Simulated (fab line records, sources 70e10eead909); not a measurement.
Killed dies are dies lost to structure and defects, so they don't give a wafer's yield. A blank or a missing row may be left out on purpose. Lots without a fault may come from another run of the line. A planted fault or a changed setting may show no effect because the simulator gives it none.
One fault seen from 2 desks | flow nand_harc | each desk has only its own numbers; what lay behind them comes last

THE TOOL OWNER'S DESK: rie_metal-01
The tool's own readings at NHARC_A_WL_FILL_ETCHBACK_17 (etches the open film in Cl2/BCl3, target depth 4 nm, time 26.7 s): means of the sampled wafers that have a number, for each lot that ran on this tool. A lot is out of limits, marked OUT, if its mean lies more than 4 standard deviations from the usual mean; the brackets give that distance.
Columns: A = drypump_motor_current_A at NHARC_A_WL_FILL_ETCHBACK_17, usual 5.3 A; B = oes_product_au at NHARC_A_WL_FILL_ETCHBACK_17, usual 0.998 a.u.
lot  | first seen here | A   | B
L613 | day 15 14:41    | 5.3 | 0.994
L614 | day 15 15:43    | 5.1 | 0.997
L622 | day 17 12:11    | 5.3 | 1.001
L621 | day 17 22:09    | 5.2 | 1.133 (+19) OUT
L624 | day 18 03:05    | 5.1 | 1.126 (+18) OUT
This desk's finding: out of limits on L621, L624; first on L621, day 17 22:09 (oes_product_au at NHARC_A_WL_FILL_ETCHBACK_17). In limits: L613, L614, L622.

THE METROLOGY DESK
What the gauges read, lot by lot, whatever tool the lot ran on: means of the sampled wafers that have a number. A lot is out of limits, marked OUT, if its mean lies more than 4 standard deviations from the usual mean; the brackets give that distance.
Columns: A = cd_nm at NHARC_A_SLIT_CD_MEAS_21, usual 289.8 nm
lot  | first seen here | A
L613 | day 14 13:09    | 289.8
L615 | day 14 15:35    | 290.0
L614 | day 14 16:30    | 289.8
L617 | day 15 00:50    | 290.2
L616 | day 15 01:14    | 289.8
L618 | day 15 11:29    | 290.0
L622 | day 16 12:34    | 290.6
L621 | day 16 15:34    | 290.2
L624 | day 17 02:00    | 289.0
L630 | day 18 08:31    | 289.5
L631 | day 18 12:20    | 290.0
L636 | day 19 16:23    | 288.5
L634 | day 19 17:04    | 289.1
This desk's finding: nothing out of limits on any of the 13 lots.

PUT TOGETHER
The tool owner's desk could have raised an alarm at day 17 22:09, on L621, L624.
The metrology desk saw nothing out of limits.
The metrology desk has L621, L624 on record, within its limits.
Of the lots named, all ran NHARC_A_WL_FILL_ETCHBACK_17 on rie_metal-01.

WHAT THE SIMULATOR HAD PUT IN
Process parameter drift: rie_metal-01, from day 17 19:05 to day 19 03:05, at NHARC_A_WL_FILL_ETCHBACK_17. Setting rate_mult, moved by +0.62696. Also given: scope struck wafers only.
Lots struck among those shown: L621, L624.
Hours from the fault's start to each desk's first reading out of limits: the tool owner's desk, 3.
